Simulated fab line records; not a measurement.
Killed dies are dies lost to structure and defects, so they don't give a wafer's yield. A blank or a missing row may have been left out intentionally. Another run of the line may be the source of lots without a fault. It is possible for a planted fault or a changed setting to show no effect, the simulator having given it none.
fab line records	flow n5Finfet	part 2 of 2: steps 4 to 6 of 6
record: lots: 21	wafers: 63	lastDay: 20
route steps=1938 shown BEOL_M5@1112
lots untouched by any fault: they come from a run of this same line in which no faults occurred
startH: start of the lot's first displayed wafer, in hours after the record's first day	waitH: how many hours have passed since the lot's step before this one	" same as the row above	L1.1+2: one row covering several wafers at once	- no value, or no start was given	* or withheld: withheld	< > ~ a bound
route shown NAME@n: a module of which the file shows steps, and the number in the route of the first	usual: mean/standard deviation of fault-free wafers	same: alike in all rows	chamber/n: place in a boat	sites: per-site readings	_std_site: their standard deviation	_edge_site: mean of outer sites minus mean of inner sites	radiusMm: how far each site lies from the wafer's centre	mask NAME#n: copy n	behind: the most recent tool/chamber to have shaped the wafer	hold: the reason the lot was held/the length of the hold in hours/how it ended	device: the n, p or np transistor that did not switch	end of line: the route-end tests of the same wafers	a step without rows: its recipe alone	killed: count of dies lost to structure and defects at first sort (not the wafer's yield)	map: shows each die of a wafer: x if killed, . if not, _ if none is there
set.NAME: the setting the step ran with; set.NAME@STEP: the setting that earlier step ran with	model.NAME: the simulator's own value behind a step, which no gauge read
the route's steps for a sample of lots (tables are steps, rows are wafers)
services: a tool's chamber out of use, with start hour (startH, from the record's first day; less than 0 if before it), hours out, and reason
== steps ==
step: N5_BEOL_M5_ETCH_67
recipe: chemistry: CF4	target: SiARC	targetDepthA: 156	maskMaterial: CAR-EUV	timeS: 26	ionEnergyEv: 80	pressureMtorr: 40	sourceW: 545	biasW: 36	Ar_flow_sccm: 100	cf4FlowSccm: 100	ends: cleared
usual: biasW: 36.00/0.098	chamberPressureMTorr: 40.00/0.061	drypumpMotorCurrentA: 6.0/0.55	etchRfOnTimeS: 25.9/0.44	oesProductAu: 0.68/0.063	rfVppV: 184.2/1.1	showerheadPlenumPTorr: 2.14/0.067	throttleValvePct: 15.74/0.18
lot.wafer	tool	chamber	startH	waitH	biasW	chamberPressureMTorr	drypumpMotorCurrentA	etchRfOnTimeS	oesProductAu	rfHoursCounterH	rfVppV	showerheadPlenumPTorr	throttleValvePct
L074.3	rieDiel-01	1	216.33	0.0	36.17	39.97	6.3	26.1	0.64	150	185.1	2.14	15.63
L074.4	"	2	"	"	36.16	39.99	6.4	24.9	0.77	29	185.9	2.27	15.76
L074.5	"	0	"	"	35.90	40.07	6.6	26.4	0.67	-	182.7	2.08	15.91
L075.2	rieDiel-06	0	248.68	0.0	36.13	40.00	6.4	25.8	0.59	240	183.7	2.20	16.02
L075.4	"	2	"	"	35.97	40.05	6.4	26.1	0.65	167	184.7	2.06	15.71
L075.6	"	2	"	"	36.14	40.01	6.4	26.0	0.64	-	183.6	2.06	15.73
L077.1	rieDiel-03	2	258.68	0.0	35.94	40.01	5.0	26.4	0.63	169	184.6	2.22	15.73
L077.2	"	3	"	"	36.16	40.01	5.4	26.1	0.73	62	185.4	2.17	15.62
L077.5	"	3	"	"	36.10	40.04	5.4	25.9	0.74	-	185.2	2.17	15.62
L078.1	rieDiel-06	3	264.59	0.0	36.06	40.09	5.2	26.2	0.68	79	184.1	2.16	15.80
L078.3	"	0	"	"	36.16	40.06	6.4	26.0	0.59	245	185.2	2.20	16.03
L078.4	"	1	"	"	36.08	40.11	5.2	25.6	0.83	5	185.5	2.18	15.35
L080.1	rieDiel-06	1	270.87	0.0	36.09	39.99	5.2	25.8	0.81	7	184.8	2.18	15.35
L080.2	"	0	"	"	35.95	40.02	6.5	25.9	0.59	247	184.6	2.20	16.03
L080.5	"	0	"	"	35.99	39.98	6.4	25.9	0.59	-	184.6	2.20	16.04
L081.1	rieDiel-03	1	274.58	0.0	35.97	39.95	6.1	25.2	0.63	178	183.4	2.05	15.31
L081.3	"	2	"	"	35.91	40.06	5.0	26.3	0.63	173	185.9	2.22	15.74
L081.4	"	0	"	"	35.87	40.01	5.6	25.9	0.61	222	184.9	2.12	15.95
L082.3	rieDiel-01	3	279.99	0.0	35.84	39.96	6.0	25.5	0.76	36	183.7	2.09	15.62
L082.5	"	2	"	"	36.07	39.98	6.4	25.1	0.73	-	185.1	2.27	15.80
L082.6	"	3	"	"	35.92	40.01	6.0	25.3	0.76	-	185.0	2.09	15.63
L083.1	rieDiel-01	1	280.46	0.0	36.04	40.02	6.3	25.9	0.63	174	183.3	2.13	15.67
L083.5	"	0	"	"	35.97	40.06	6.6	26.6	0.65	-	184.1	2.07	15.95
L083.6	"	3	"	"	36.08	40.03	6.0	25.4	0.76	-	182.6	2.09	15.62
L084.3	rieDiel-06	3	286.25	0.0	35.87	39.98	5.2	25.9	0.67	83	185.8	2.16	15.80
L084.5	"	0	"	"	36.09	39.98	6.4	25.9	0.59	-	183.9	2.20	16.04
L084.6	"	3	"	"	36.08	39.95	5.2	25.9	0.68	-	185.8	2.16	15.81
L085.3	rieDiel-06	1	295.15	0.0	35.84	40.01	5.2	25.5	0.80	12	185.1	2.18	15.34
L085.4	"	2	"	"	35.91	39.98	6.4	26.0	0.64	-	182.7	2.05	15.73
L085.6	"	1	"	"	35.89	39.95	5.2	25.6	0.80	-	183.9	2.18	15.34
L092.2	rieDiel-06	3	299.67	0.0	35.86	40.05	5.2	26.0	0.66	88	183.0	2.16	15.83
L092.3	"	1	"	"	36.04	39.97	5.2	25.5	0.79	15	184.8	2.18	15.37
L092.4	"	2	"	"	36.04	40.01	6.4	26.0	0.64	-	182.0	2.05	15.76
L086.2	rieDiel-01	0	300.66	0.0	35.90	39.98	6.6	26.8	0.65	129	182.5	2.07	15.98
L086.3	"	2	"	"	36.07	40.00	6.4	25.7	0.73	53	186.1	2.26	15.79
L086.6	"	3	"	"	35.88	40.00	6.0	25.7	0.75	-	181.9	2.09	15.64
L088.3	rieDiel-01	1	316.71	0.0	35.89	40.03	6.3	25.9	0.63	185	183.9	2.13	15.69
L088.5	"	0	"	"	36.05	39.95	6.6	26.0	0.65	-	182.9	2.06	15.99
L088.6	"	1	"	"	35.99	40.05	6.3	26.2	0.62	-	182.7	2.13	15.70
L089.2	rieDiel-01	2	321.44	0.0	36.06	40.02	6.4	25.5	0.72	59	184.7	2.26	15.84
L089.4	"	3	"	"	35.90	40.02	6.0	25.7	0.74	49	184.3	2.09	15.66
L089.5	"	2	"	"	35.99	40.06	6.4	25.4	0.72	-	185.1	2.26	15.83
L087.3	rieDiel-01	1	322.62	0.0	35.98	40.04	6.3	26.2	0.62	187	185.2	2.13	15.70
L087.4	"	0	"	"	35.94	40.00	6.6	26.5	0.65	136	183.8	2.06	16.00
L087.6	"	0	"	"	36.14	40.01	6.6	26.2	0.65	-	182.4	2.06	16.00
L090.2	rieDiel-01	0	323.68	0.0	35.93	40.02	6.6	26.0	0.64	137	183.4	2.06	15.98
L090.4	"	2	"	"	35.92	40.06	6.4	25.2	0.73	60	184.6	2.26	15.82
L090.5	"	2	"	"	35.87	39.42	6.4	25.0	0.73	-	185.5	2.26	15.83
L091.1	rieDiel-01	3	328.92	0.0	36.00	40.05	6.0	25.9	0.74	50	185.4	2.09	15.66
L091.3	"	0	"	"	35.97	40.02	6.6	26.6	0.64	137	182.3	2.06	15.99
L091.4	"	1	"	"	35.94	40.01	6.3	26.5	0.61	189	184.1	2.13	15.71
L079.1	rieDiel-06	2	353.68	0.0	35.97	39.96	6.4	25.8	0.63	201	181.3	2.05	15.79
L079.2	"	0	"	"	36.13	40.02	6.4	25.0	0.79	17	185.3	2.19	15.59
L079.6	"	2	"	"	36.03	39.96	6.4	25.8	0.63	-	183.6	2.05	15.76
L096.1	rieDiel-01	1	362.40	0.0	35.90	40.03	6.3	26.4	0.61	199	184.0	2.13	15.73
L096.3	"	3	"	"	36.05	40.04	6.0	25.4	0.74	61	183.0	2.08	15.69
L096.6	"	1	"	"	35.97	40.00	6.3	26.2	0.61	-	184.7	2.13	15.73
L094.1	rieDiel-06	0	373.41	0.0	35.97	40.04	6.4	25.4	0.77	23	184.1	2.19	15.61
L094.2	"	1	"	"	35.86	40.10	5.2	25.5	0.76	40	184.8	2.17	15.42
L094.6	"	3	"	"	36.07	39.99	5.2	26.1	0.65	-	183.5	2.15	15.88
L095.1	rieDiel-01	1	379.60	0.0	35.93	39.93	6.3	25.9	0.61	204	185.2	2.12	15.73
L095.4	"	3	"	"	36.06	39.95	6.0	25.4	0.73	67	183.9	2.08	15.69
L095.6	"	2	"	"	35.81	40.02	6.4	25.1	0.71	-	184.1	2.26	15.84
step: N5_BEOL_M5_DEGAS_44
recipe: ambient: vacuum	tempC: 250	timeS: 60
usual: heaterPowerW: 335/30
lot.wafer	tool	chamber	startH	waitH	heaterPowerW
L074.3	pvdSputter-01	-	217.28	0.2	381
L074.4	"	-	"	"	325
L074.5	"	-	"	"	377
L075.2	pvdSputter-03	-	249.57	0.2	356
L075.4	"	-	"	"	360
L075.6	"	-	"	"	366
L077.1	pvdSputter-02	-	259.71	0.3	350
L077.2	"	-	"	"	327
L077.5	"	-	"	"	339
L078.1	pvdSputter-03	-	265.72	0.5	302
L078.3	"	-	"	"	345
L078.4	"	-	"	"	366
L080.1	pvdSputter-03	-	271.94	0.5	347
L080.2	"	-	"	"	297
L080.5	"	-	"	"	360
L081.1	pvdSputter-03	-	275.88	0.6	363
L081.3	"	-	"	"	364
L081.4	"	-	"	"	299
L082.3	pvdSputter-01	-	281.09	0.4	377
L082.5	"	-	"	"	329
L082.6	"	-	"	"	369
L083.1	pvdSputter-01	-	281.36	0.3	368
L083.5	"	-	"	"	298
L083.6	"	-	"	"	370
L084.3	pvdSputter-02	-	287.31	0.3	333
L084.5	"	-	"	"	340
L084.6	"	-	"	"	306
L085.3	pvdSputter-01	-	296.42	0.6	366
L085.4	"	-	"	"	369
L085.6	"	-	"	"	382
L092.2	pvdSputter-01	-	300.78	0.4	331
L092.3	"	-	"	"	293
L092.4	"	-	"	"	368
L086.2	pvdSputter-01	-	301.70	0.4	294
L086.3	"	-	"	"	326
L086.6	"	-	"	"	329
L088.3	pvdSputter-01	-	317.99	0.6	294
L088.5	"	-	"	"	295
L088.6	"	-	"	"	374
L089.2	pvdSputter-03	-	322.90	0.8	362
L089.4	"	-	"	"	296
L089.5	"	-	"	"	366
L087.3	pvdSputter-01	-	323.67	0.3	370
L087.4	"	-	"	"	285
L087.6	"	-	"	"	375
L090.2	pvdSputter-03	-	326.60	2.2	351
L090.4	"	-	"	"	355
L090.5	"	-	"	"	291
L091.1	pvdSputter-02	-	330.27	0.5	349
L091.3	"	-	"	"	311
L091.4	"	-	"	"	327
L079.1	pvdSputter-03	-	354.64	0.3	298
L079.2	"	-	"	"	353
L079.6	"	-	"	"	376
L096.1	pvdSputter-02	-	363.71	0.7	350
L096.3	"	-	"	"	310
L096.6	"	-	"	"	328
L094.1	pvdSputter-02	-	374.97	1.0	347
L094.2	"	-	"	"	309
L094.6	"	-	"	"	307
L095.1	pvdSputter-01	-	380.49	0.3	375
L095.4	"	-	"	"	369
L095.6	"	-	"	"	373
step: N5_BEOL_M5_SPUTTER_48
recipe: material: Cu	targetThkA: 150	tempC: -20	chamberPressurePa: 0.07	powerW: withheld	timeS: 27.62
usual: chuckSensorTempC: -16.2/0.44	throttleValvePct: 29.8/1.1
lot.wafer	tool	chamber	startH	waitH	chuckSensorTempC	throttleValvePct
L074.3	pvdSputter-02	-	218.20	0.1	-16.6	31.0
L074.4	"	-	"	"	-15.7	30.1
L074.5	"	-	"	"	-16.7	31.0
L075.2	pvdSputter-01	-	250.18	0.1	-15.9	30.7
L075.4	"	-	"	"	-16.5	29.4
L075.6	"	-	"	"	-15.8	30.6
L077.1	pvdSputter-03	-	260.57	0.1	-16.0	31.3
L077.2	"	-	"	"	-15.7	30.4
L077.5	"	-	"	"	-15.7	30.8
L078.1	pvdSputter-02	-	266.41	0.1	-16.1	27.3
L078.3	"	-	"	"	-17.0	30.2
L078.4	"	-	"	"	-16.7	30.9
L080.1	pvdSputter-02	-	273.63	0.3	-16.8	30.8
L080.2	"	-	"	"	-15.9	27.2
L080.5	"	-	"	"	-17.1	29.8
L081.1	pvdSputter-03	-	278.22	1.5	-16.0	31.0
L081.3	"	-	"	"	-16.6	29.1
L081.4	"	-	"	"	-15.4	29.8
L083.1	pvdSputter-02	-	282.06	0.1	-15.8	27.3
L083.5	"	-	"	"	-16.6	31.0
L083.6	"	-	"	"	-16.0	27.2
L082.3	pvdSputter-01	-	282.54	0.4	-16.1	29.1
L082.5	"	-	"	"	-15.9	30.4
L082.6	"	-	"	"	-15.8	30.4
L084.3	pvdSputter-01	-	287.86	0.1	-15.7	30.9
L084.5	"	-	"	"	-16.0	30.1
L084.6	"	-	"	"	-15.9	30.6
L085.3	pvdSputter-02	-	297.05	0.1	-16.8	30.8
L085.4	"	-	"	"	-16.9	30.0
L085.6	"	-	"	"	-16.0	30.3
L092.2	pvdSputter-02	-	301.52	0.2	-17.1	29.8
L092.3	"	-	"	"	-16.0	30.6
L092.4	"	-	"	"	-16.8	30.8
L086.2	pvdSputter-01	-	302.37	0.2	-16.4	29.6
L086.3	"	-	"	"	-15.7	30.8
L086.6	"	-	"	"	-16.2	28.8
L088.3	pvdSputter-01	-	318.81	0.1	-15.9	30.6
L088.5	"	-	"	"	-15.9	30.5
L088.6	"	-	"	"	-16.5	29.6
L089.2	pvdSputter-02	-	323.48	0.1	-16.0	30.1
L089.4	"	-	"	"	-17.2	30.1
L089.5	"	-	"	"	-15.8	30.2
L087.3	pvdSputter-01	-	326.07	1.6	-16.0	30.6
L087.4	"	-	"	"	-15.7	30.7
L087.6	"	-	"	"	-16.0	30.5
L090.2	pvdSputter-03	-	327.38	0.2	-15.5	30.3
L090.4	"	-	"	"	-15.8	29.9
L090.5	"	-	"	"	-16.1	31.1
L091.1	pvdSputter-01	-	330.98	0.1	-16.0	30.6
L091.3	"	-	"	"	-16.0	28.9
L091.4	"	-	"	"	-16.1	28.9
L079.1	pvdSputter-03	-	355.86	0.3	-15.6	29.5
L079.2	"	-	"	"	-16.5	29.0
L079.6	"	-	"	"	-16.0	30.7
L096.1	pvdSputter-03	-	364.39	0.2	-16.5	29.4
L096.3	"	-	"	"	-15.5	29.5
L096.6	"	-	"	"	-16.5	29.1
L094.1	pvdSputter-02	-	375.75	0.1	-15.7	30.4
L094.2	"	-	"	"	-16.7	30.8
L094.6	"	-	"	"	-15.7	26.7
L095.1	pvdSputter-03	-	381.30	0.1	-16.4	29.2
L095.4	"	-	"	"	-15.7	30.7
L095.6	"	-	"	"	-16.0	31.0
== services ==
tool	chamber	startH	hours	kind
rieDiel-06	0	198.08	6.2	repair
pecvd-03	2	202.38	-	clean
pecvd-03	2	202.38	-	consumableReplace:showerhead
rieDiel-06	1	221.29	-	clean
rieDiel-06	1	221.29	-	consumableReplace:esc
rieDiel-06	1	221.29	-	consumableReplace:focusRing
rieDiel-06	1	221.29	25.2	scheduledDown
rieDiel-06	1	221.29	25.2	ventCycle
pecvd-02	-	239.28	0.8	repair
rieDiel-01	2	247.05	9.9	repair
rieMetal-01	-	279.51	0.5	repair
pecvd-04	2	280.44	5.3	repair
rieDiel-06	3	281.08	5.0	repair
rieDiel-06	1	284.55	4.9	repair
rieDiel-06	0	289.47	-	clean
rieDiel-06	0	289.47	-	consumableReplace:focusRing
rieDiel-06	0	289.47	12.7	scheduledDown
rieDiel-06	0	289.47	12.7	ventCycle
rieDiel-03	-	293.56	16.0	repair
rieMetal-01	1	294.19	6.5	repair
rieMetal-03	-	364.79	1.1	repair
pecvd-02	-	364.95	0.5	repair
pecvd-02	2	373.92	5.9	repair
rieMetal-03	-	379.61	10.0	pm
